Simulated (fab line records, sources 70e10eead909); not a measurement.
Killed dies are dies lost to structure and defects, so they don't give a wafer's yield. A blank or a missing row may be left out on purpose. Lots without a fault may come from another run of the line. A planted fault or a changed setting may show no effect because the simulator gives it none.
fab line records | flow nand_harc
record lots=11 wafers=33 last_day=24
route steps=1159 shown A_WL_FILL@813 A_CONTACT@851
lots that met no fault: from a run of the same line without faults
start_h: hours from the record's first day to the start of the lot's first wafer shown | wait_h: hours since the lot's step before | " the same as in the row above | L1.1+2: a row that stands for several wafers | - no value, or no start given | * or withheld: withheld | < > ~ a bound
route shown NAME@n: a module of which the file shows steps, and the number in the route of the first | usual: mean/standard deviation of fault-free wafers | same: alike in all rows | chamber/n: place in a boat | sites: the reading at each site | _std_site: their standard deviation | _edge_site: outer sites' mean less inner sites' | radius_mm: how far each site lies from the wafer's centre | mask NAME#n: copy n | behind: the tool/chamber that last shaped the wafer | hold: why the lot was held/for how many hours/how that ended | device: the transistor (n, p or np) that didn't switch | end of line: the same wafers' tests at the end of the route | a step without rows: its recipe alone | killed: dies lost to structure and defects at the first sort, not the wafer's yield | map: a wafer's dies, x killed, . not, _ none there
set.NAME: the setting as run; set.NAME@STEP: as run at that earlier step | model.NAME: the simulator's own value behind a step, which no gauge read
steps of the route over a sample of lots; a table a step, a row a wafer
services: from which hour (start_h, from the record's first day; less than 0 if before it) a tool's chamber was out of use, for how many hours, and why
## steps
# step NHARC_A_WL_FILL_CVD_03
# recipe target_thk_a=400 temp_c=300 pressure_torr=40 wf6_flow_sccm=40 h2_flow_sccm=1600 ar_flow_sccm=1560 time_s=3302 material=W
# usual heater_power_w=460/28 throttle_valve_pct=7.98/0.21
# columns lot.wafer tool chamber start_h wait_h heater_power_w throttle_valve_pct
L460.2 cvd_w-02 0 339.68 0.4 440 8.04
L460.1 " 1 " " 439 8.23
L460.3 " 0 " " 459 7.89
L464.1 cvd_w-02 1 348.10 0.1 431 8.06
L464.2 " 0 " " 462 7.77
L464.6 " 1 349.97 1.9 437 8.00
L462.1 cvd_w-01 0 348.40 0.5 501 8.19
L462.3 " 0 " " 509 8.44
L462.6 " 1 " " 445 7.88
L463.1 cvd_w-01 1 354.26 1.4 446 7.78
L463.3 " 0 355.66 2.8 504 7.90
L463.6 " 0 " " 499 8.31
L466.2 cvd_w-02 1 371.62 1.3 447 8.18
L466.3 " 1 " " 449 7.97
L466.4 " 0 " " 445 7.56
L465.1 cvd_w-01 1 384.74 3.6 446 8.04
L465.3 " 0 " " 505 8.10
L465.4 " 1 " " 447 8.03
L469.2 cvd_w-02 1 395.35 2.0 428 7.85
L469.3 " 1 " " 430 7.69
L469.4 " 0 " " 449 7.69
L474.3 cvd_w-01 0 422.88 3.9 505 8.44
L474.5 " 0 " " 514 8.39
L474.6 " 1 " " 433 7.99
L476.2 cvd_w-01 0 439.39 2.3 498 8.13
L476.3 " 0 " " 512 8.28
L476.4 " 1 " " 445 7.88
L478.2 cvd_w-02 1 443.10 5.7 424 7.87
L478.3 " 1 " " 431 8.19
L478.6 " 0 " " 438 7.69
L481.4 cvd_w-01 0 459.81 1.5 510 8.28
L481.5 " 1 " " 459 7.92
L481.6 " 0 " " 495 8.01
# step NHARC_A_CONTACT_EXPOSE_39
# recipe na=1.35 sigma_outer=0.8 dose_mj=58.79 mask_id=A_CC_3
# usual exposure_dose_mJ_cm2=58.76/0.058
# columns lot.wafer tool chamber start_h wait_h mask exposure_dose_mJ_cm2
L460.1 arfi_scanner-01 0 374.61 - A_CC_3#0 58.83
L460.2 " 0 " " A_CC_3#0 58.78
L460.3 " 0 " " A_CC_3#0 58.80
L462.1 arfi_scanner-02 0 376.86 - A_CC_3#0 58.77
L462.3 " 0 " " A_CC_3#0 58.68
L462.6 " 0 " " A_CC_3#0 58.76
L464.1 arfi_scanner-01 0 378.61 - A_CC_3#0 58.90
L464.2 " 0 " " A_CC_3#0 58.81
L464.6 " 0 " " A_CC_3#0 58.84
L463.1 arfi_scanner-03 0 384.56 - A_CC_3#0 58.75
L463.3 " 0 " " A_CC_3#0 58.77
L463.6 " 0 " " A_CC_3#0 58.80
L466.2 arfi_scanner-03 0 402.70 - A_CC_3#0 58.78
L466.3 " 0 " " A_CC_3#0 58.63
L466.4 " 0 " " A_CC_3#0 58.80
L465.1 arfi_scanner-03 0 410.02 - A_CC_3#0 58.68
L465.3 " 0 " " A_CC_3#0 58.79
L465.4 " 0 " " A_CC_3#0 58.71
L469.2 arfi_scanner-03 0 429.76 - A_CC_3#0 58.76
L469.3 " 0 " " A_CC_3#0 58.72
L469.4 " 0 " " A_CC_3#0 58.74
L474.3 arfi_scanner-03 0 454.55 - A_CC_3#0 58.71
L474.5 " 0 " " A_CC_3#0 58.76
L474.6 " 0 " " A_CC_3#0 58.71
L476.2 arfi_scanner-01 0 470.27 - A_CC_3#0 58.70
L476.3 " 0 " " A_CC_3#0 58.68
L476.4 " 0 " " A_CC_3#0 58.81
L478.2 arfi_scanner-03 0 476.35 - A_CC_3#0 75.61
L478.3 " 0 " " A_CC_3#0 75.62
L478.6 " 0 " " A_CC_3#0 75.71
L481.4 arfi_scanner-03 0 497.02 - A_CC_3#0 72.26
L481.5 " 0 " " A_CC_3#0 72.28
L481.6 " 0 " " A_CC_3#0 72.22
# step NHARC_A_CONTACT_CD_MEAS_42
# recipe target_cd_nm=200 landing_energy_ev=500
# usual cd_nm=200.0/0.65
# columns lot.wafer tool chamber start_h wait_h cd_nm
L460.1 cd_sem-01 0 374.75 - 200.0
L460.2 " 0 " " 199.4
L460.3 " 0 " " 199.2
L462.1 cd_sem-01 0 377.00 - 199.4
L462.3 " 0 " " 199.8
L462.6 " 0 " " 200.1
L464.1 cd_sem-01 0 378.75 - 199.1
L464.2 " 0 " " 199.1
L464.6 " 0 " " 199.5
L463.1 cd_sem-03 0 384.70 - 199.8
L463.3 " 0 " " 200.3
L463.6 " 0 " " 200.1
L466.2 cd_sem-03 0 402.84 - 200.3
L466.3 " 0 " " 200.2
L466.4 " 0 " " 200.4
L465.1 cd_sem-03 0 410.16 - 199.8
L465.3 " 0 " " 198.7
L465.4 " 0 " " 199.4
L469.2 cd_sem-02 0 429.89 - 200.3
L469.3 " 0 " " 201.2
L469.4 " 0 " " 200.4
L474.3 cd_sem-01 0 454.69 - 199.7
L474.5 " 0 " " 199.6
L474.6 " 0 " " 200.4
L476.2 cd_sem-01 0 470.41 - 201.6
L476.3 " 0 " " 201.1
L476.4 " 0 " " 200.3
L478.2 cd_sem-02 0 476.49 - 213.2
L478.3 " 0 " " 213.1
L478.6 " 0 " " 213.4
L481.4 cd_sem-02 0 497.15 - 211.1
L481.5 " 0 " " 211.6
L481.6 " 0 " " 211.6
# step NHARC_A_CONTACT_ETCH_48
# recipe target_depth_a=390 over_etch_frac=0.3 time_s=65 ion_energy_ev=80 cf4_flow_sccm=150 ar_flow_sccm=0 rf_w=300 bias_w=100 chemistry=CF4
# usual cf4_flow_sccm=150.1/0.4 chamber_pressure_mTorr=50.00/0.047 drypump_motor_current_A=5.7/0.38 oes_product_au=0.997/0.011 rf_vpp_V=151.1/1.3 showerhead_plenum_p_Torr=1.76/0.085 throttle_valve_pct=13.285/0.0084
# columns lot.wafer tool chamber start_h wait_h cf4_flow_sccm chamber_pressure_mTorr drypump_motor_current_A oes_product_au rf_hours_counter_h rf_vpp_V showerhead_plenum_p_Torr throttle_valve_pct
L460.3 rie_diel-03 1 375.02 0.1 150.5 50.10 6.3 1.003 27 150.3 1.66 13.288
L460.2 " 2 " " 150.0 49.95 5.7 0.996 28 152.2 1.87 13.285
L460.1 " 3 " " 150.5 50.03 5.2 1.012 26 151.0 1.64 13.278
L462.1 rie_diel-03 1 377.27 0.1 150.6 49.93 6.3 0.992 27 150.5 1.66 13.289
L462.3 " 2 " " 149.9 50.06 5.7 0.987 28 152.8 1.87 13.281
L462.6 " 0 " " 149.9 50.00 5.5 0.991 - 151.9 1.77 13.285
L464.1 rie_diel-03 2 379.03 0.1 149.8 50.05 5.7 0.991 29 151.9 1.87 13.289
L464.2 " 3 " " 150.4 49.98 5.3 1.025 27 149.2 1.64 13.284
L464.6 " 1 " " 150.1 49.98 6.4 1.001 - 150.4 1.66 13.294
L463.1 rie_diel-03 0 384.97 0.1 150.1 49.92 5.5 0.991 29 152.2 1.77 13.285
L463.3 " 2 " " 150.5 49.97 5.7 0.981 30 152.5 1.87 13.289
L463.6 " 1 " " 150.2 50.01 6.4 0.991 - 149.9 1.66 13.274
L466.2 rie_diel-03 0 403.11 0.1 150.2 50.01 5.6 0.984 0 149.7 1.77 13.281
L466.4 " 2 " " 150.1 50.02 5.7 0.986 0 152.9 1.87 13.287
L466.3 " 3 " " 149.6 49.90 5.2 1.007 0 153.3 1.91 13.296
L465.1 rie_diel-03 1 410.50 0.1 149.9 49.99 6.4 0.984 1 149.8 1.66 13.268
L465.3 " 2 " " 151.1 49.99 5.7 0.999 2 151.9 1.87 13.284
L465.4 " 3 " " 150.2 50.00 5.3 1.005 2 151.7 1.91 13.291
L469.3 rie_diel-03 1 430.16 0.1 150.4 50.03 6.4 0.983 4 150.3 1.66 13.296
L469.2 " 2 " " 150.1 50.01 5.7 0.997 5 152.3 1.86 13.276
L469.4 " 3 " " 150.0 49.96 5.3 1.001 5 152.3 1.91 13.291
L474.3 rie_diel-05 3 454.97 0.1 150.5 50.00 5.3 1.007 42 152.7 1.79 13.278
L474.6 " 3 " " 150.2 49.98 5.3 1.004 - 150.7 1.79 13.291
L474.5 " 0 " " 149.7 50.03 6.3 0.984 - 150.0 1.76 13.289
L476.2 rie_diel-05 0 470.78 0.2 150.6 50.05 6.3 1.003 49 150.7 1.75 13.299
L476.4 " 2 " " 150.0 49.97 5.7 1.001 50 152.0 1.79 13.286
L476.3 " 3 " " 150.3 49.98 5.4 1.022 49 151.5 1.79 13.294
L478.2 rie_diel-13 3 476.80 0.1 149.7 50.02 6.0 1.001 7 151.4 1.91 13.298
L478.3 " 1 " " 150.0 49.98 5.8 1.002 6 152.6 1.91 13.293
L478.6 " 3 " " 150.3 49.95 6.1 0.989 - 153.2 1.91 13.281
L481.4 rie_diel-05 1 497.42 0.1 149.7 50.06 5.6 0.999 57 150.5 1.68 13.289
L481.6 " 1 " " 149.9 50.02 5.6 0.991 - 149.7 1.68 13.273
L481.5 " 2 " " 149.5 50.01 5.6 1.001 - 152.1 1.79 13.282
# step NHARC_A_CONTACT_ETCH_119
# recipe source_w=withheld pressure_mtorr=20 bias_v=3000 time_s=94 target_depth_a=9220 ar_flow_sccm=withheld c4f8_flow_sccm=withheld o2_flow_sccm=withheld chemistry=C4F8/O2/Ar
# usual chamber_pressure_mTorr=19.999/0.018 oes_air_line_au=1.001/0.02
# columns lot.wafer tool chamber start_h wait_h chamber_pressure_mTorr oes_air_line_au rf_hours_counter_h
L460.1 har_cap_etch-03 1 377.03 0.1 20.001 1.013 83
L460.2 " 0 " " 20.005 0.976 83
L460.3 " 1 " " 19.994 1.024 -
L462.1 har_cap_etch-02 0 379.29 0.1 20.024 1.066 11
L462.3 " 0 " " 19.985 1.052 -
L462.6 " 1 " " 20.017 0.999 -
L464.1 har_cap_etch-02 1 381.22 0.1 19.954 0.981 12
L464.2 " 0 " " 20.016 1.017 12
L464.6 " 1 " " 19.986 0.997 -
L463.1 har_cap_etch-01 0 387.02 0.1 20.000 1.008 59
L463.3 " 1 " " 20.029 0.999 -
L463.6 " 0 " " 20.013 1.008 -
L466.2 har_cap_etch-03 1 405.11 0.1 20.014 0.989 90
L466.3 " 1 " " 19.996 0.992 -
L466.4 " 0 " " 20.006 1.001 -
L465.1 har_cap_etch-02 0 412.85 0.1 20.018 0.999 17
L465.3 " 1 " " 19.980 1.002 -
L465.4 " 0 " " 19.973 1.021 -
L469.2 har_cap_etch-01 1 432.17 0.1 19.990 1.006 65
L469.3 " 1 " " 20.003 0.996 -
L469.4 " 0 " " 19.987 0.952 -
L474.3 har_cap_etch-02 1 457.08 0.1 19.990 1.004 -
L474.6 " 1 " " 20.026 0.992 -
L474.5 " 0 " " 19.987 0.987 -
L476.2 har_cap_etch-03 1 472.78 0.1 20.013 1.000 101
L476.3 " 1 " " 20.025 1.038 -
L476.4 " 0 " " 19.988 1.013 -
L478.2 har_cap_etch-03 0 478.90 0.1 19.988 1.001 102
L478.3 " 0 " " 19.971 0.999 -
L478.6 " 0 " " 19.992 1.017 -
L481.4 har_cap_etch-01 1 499.47 0.1 20.013 1.013 -
L481.6 " 1 " " 19.965 1.000 -
L481.5 " 0 " " 20.004 0.990 -
## services
# columns tool chamber start_h hours kind
rie_diel-03 - 317.72 0.9 repair
rie_diel-03 - 320.90 0.2 repair
cvd_w-02 0 322.00 4.2 repair
rie_diel-03 0 322.30 - clean
rie_diel-03 1 322.30 - clean
rie_diel-03 2 322.30 - clean
arfi_scanner-03 - 323.18 0.5 repair
rie_diel-05 - 340.66 9.0 pm
arfi_scanner-03 - 352.90 0.8 repair
arfi_scanner-01 - 368.00 4.0 pm
cvd_w-02 - 379.65 13.0 pm
arfi_scanner-03 - 380.59 0.5 repair
arfi_scanner-01 - 381.02 6.5 repair
rie_diel-03 - 392.30 9.0 pm
arfi_scanner-02 - 395.79 1.0 repair
rie_diel-13 2 402.42 2.0 repair
rie_diel-13 - 417.30 0.8 repair
arfi_scanner-02 - 422.79 20.5 repair
rie_diel-13 - 453.19 9.0 pm
arfi_scanner-02 - 473.37 4.0 pm
cvd_w-01 - 474.02 13.0 pm
cvd_w-02 - 482.44 0.6 repair
arfi_scanner-03 - 484.00 4.0 pm
har_cap_etch-03 - 496.44 0.7 repair
## key
first_sign step=NHARC_A_CONTACT_EXPOSE_39 reading=exposure_dose_mJ_cm2 direction=up sigmas=99+ usual=58.76 struck=73.95
effect step=NHARC_A_CONTACT_CD_MEAS_42 reading=cd_nm direction=up sigmas=19 usual=200.0 struck=212.3 through=control_loop
met_at NHARC_A_CONTACT_EXPOSE_39
struck_lots L478,L481
tester_left_out L478,L481
loop_trim step=NHARC_A_CONTACT_EXPOSE_39 setting=dose lots=L481
not_acting_at NHARC_A_WL_FILL_CVD_03,NHARC_A_CONTACT_ETCH_48,NHARC_A_CONTACT_ETCH_119
onset_between 454.55 476.35
fault kind=process_parameter_drift tool=arfi_scanner-03 chamber=- onset_h=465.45 steps=NHARC_A_CONTACT_EXPOSE_39 channel=dose_mj offset=16.935 shape=step acts_in=these_recipes_only stated=58.79
# tester_left_out: of these lots the tester's yield and bins aren't shown, on N5 and GAA mostly nor the transistor test; their killed dies are dies lost to structure and defects alone, not to doping, threshold or leakage, so they don't give the yield
# loop_trim: a control loop set the setting to another value than it would have without faults
